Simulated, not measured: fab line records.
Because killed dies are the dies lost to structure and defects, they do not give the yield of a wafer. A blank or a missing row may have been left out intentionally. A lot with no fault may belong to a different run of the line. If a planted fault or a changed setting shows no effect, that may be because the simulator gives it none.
Chamber matching + flow nand_harc + NHARC_P_BONDPAD_STRIP_15 on rie_diel-12: 3 sister chambers
The step strips in O2. 6 wafers are shown with their chamber, then 7 later ones without.

WAFERS PAIRED WITH THEIR CHAMBERS
| wafer  | chamber | showerhead_plenum_p_Torr (Torr) | oes_product_au (a.u.) |
|--------|---------|---------------------------------|-----------------------|
| L083.3 | 3       | 3.43                            | 1.009                 |
| L083.6 | 0       | 3.57                            | 1.010                 |
| L087.5 | 0       | 3.57                            | 1.010                 |
| L092.1 | 1       | 3.67                            | 0.984                 |
| L092.3 | 3       | 3.42                            | 1.011                 |
| L092.5 | 1       | 3.67                            | 0.984                 |

WAFERS WHOSE CHAMBER IS MISSING
| wafer  | showerhead_plenum_p_Torr (Torr) | oes_product_au (a.u.) |
|--------|---------------------------------|-----------------------|
| L093.5 | 3.57                            | 0.998                 |
| L093.6 | 3.67                            | 0.991                 |
| L096.2 | 3.42                            | 1.003                 |
| L096.5 | 3.42                            | 1.015                 |
| L097.2 | 3.57                            | 0.998                 |
| L097.3 | 3.67                            | 0.997                 |
| L097.5 | 3.67                            | 0.989                 |

THE CHAMBER EACH PASSED THROUGH
| wafer  | from the rows above | in truth |
|--------|---------------------|----------|
| L093.5 | 0                   | 0        |
| L093.6 | 1                   | 1        |
| L096.2 | 3                   | 3        |
| L096.5 | 3                   | 3        |
| L097.2 | 0                   | 0        |
| L097.3 | 1                   | 1        |
| L097.5 | 1                   | 1        |
Correctly placed: 7 of 7. Left unplaced by these rows: 0. Placed wrongly: 0.
How it was worked out, from the rows above alone: a wafer's distance from a chamber is the root of the sum, over the readings, of the square of ((its reading less the chamber's mean) divided by the reading's scatter). If the next closest chamber is less than 2 further off than the closest, the wafer can't be placed; otherwise it belongs to the closest. A chamber's mean is the mean of its shown wafers. The scatter: the root of (the sum of the squares of (reading less its chamber's mean) over the shown wafers, divided by (wafers less chambers)).
